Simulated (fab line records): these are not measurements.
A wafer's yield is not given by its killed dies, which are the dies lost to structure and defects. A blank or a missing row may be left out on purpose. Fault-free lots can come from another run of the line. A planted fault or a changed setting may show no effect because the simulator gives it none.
2 desks, one fault -- flow n5Finfet -- what lay behind the numbers comes last; until then each desk has only its own

== METROLOGY DESK ==
Means of the sampled wafers that have a number, per lot and without regard to the tool the lot ran on: this is what the gauges read. If a lot's mean is further than 4 standard deviations from the usual mean, the lot is out of limits and carries the mark OUT (the distance appears in the brackets). 7 of its 11 readings are shown: the first one out of limits and those lying furthest out on some lot.
Columns: A = cdNm at N5_BEOL_M0_SAQP_CD_MEAS_14, usual 42.5 nm; B = IOFF_P at N5_BEOL_M4_RC_MEAS_101, usual 0.21 nA/um; C = ION_N at N5_BEOL_M4_RC_MEAS_101, usual 673 uA/um; D = ION_P at N5_BEOL_M4_RC_MEAS_101, usual 463 uA/um; E = SS_P at N5_BEOL_M4_RC_MEAS_101, usual 73.3 mV/dec; F = VT_N at N5_BEOL_M4_RC_MEAS_101, usual 250 mV; G = VT_P at N5_BEOL_M4_RC_MEAS_101, usual -250 mV
lot,first seen here,A,B,C,D,E,F,G
L438,day 5 16:07,41.7,0.18,665,463,73.0,253,-251
L439,day 5 18:14,42.3,0.19,658,458,72.9,255,-251
L443,day 6 21:44,42.1,0.20,664,461,73.2,252,-250
L444,day 6 23:11,42.5,0.23,667,461,74.4,252,-251
L448,day 8 04:23,42.5,0.21,667,463,73.1,252,-248
L450,day 8 16:20,42.4,0.24,682,474,73.0,247,-246
L451,day 8 22:01,38.8 (-9.2) OUT,0.27,687,482,73.9,248,-242
L454,day 9 13:35,37.4 (-13) OUT,0.23,670,463,73.2,250,-248
L455,day 9 19:59,39.7 (-7.0) OUT,0.23,681,466,72.9,248,-249
L459,day 10 19:09,42.7,0.20,673,468,73.1,250,-247
Finding of this desk: L451, L454, L455 out of limits; the first was L451 at day 8 22:01, on cdNm at N5_BEOL_M0_SAQP_CD_MEAS_14. L438, L439, L443, L444, L448, L450, L459: within limits.

== FOR THE TOOL OWNER'S DESK: lithoTrack-02 ==
The tool's own readings at N5_BEOL_M0_SAQP_PEB_12 (peb time 60 s): means of the sampled wafers that have a number, for each lot that ran on this tool. If a lot's mean is further than 4 standard deviations from the usual mean, the lot is out of limits and carries the mark OUT (the distance appears in the brackets).
Columns: A = exhaustPa at N5_BEOL_M0_SAQP_PEB_12, usual 44.9 Pa
lot,first seen here,A
L438,day 5 16:03,44.4
L439,day 5 18:10,45.4
L448,day 8 04:19,44.9
L451,day 8 21:56,45.8
L454,day 9 13:32,45.5
L455,day 9 19:55,45.0
Finding of this desk: none of the 6 lots has anything out of limits.

== PUT TOGETHER ==
L451, L454, L455 would have let the metrology desk raise an alarm at day 8 22:01.
The desk of the tool owner found nothing out of limits.
Tool owner's desk: L451, L454, L455 on record, inside its limits.
Of the lots named, all ran N5_BEOL_M0_SAQP_PEB_12 on lithoTrack-02.

== WHAT WAS PUT IN BY THE SIMULATOR ==
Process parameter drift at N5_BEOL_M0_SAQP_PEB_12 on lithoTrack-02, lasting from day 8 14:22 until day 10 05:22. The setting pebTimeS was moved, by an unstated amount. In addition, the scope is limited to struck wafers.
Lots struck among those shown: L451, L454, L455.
Per desk, hours elapsed from the start of the fault to the first reading out of limits: for the metrology desk, 8.
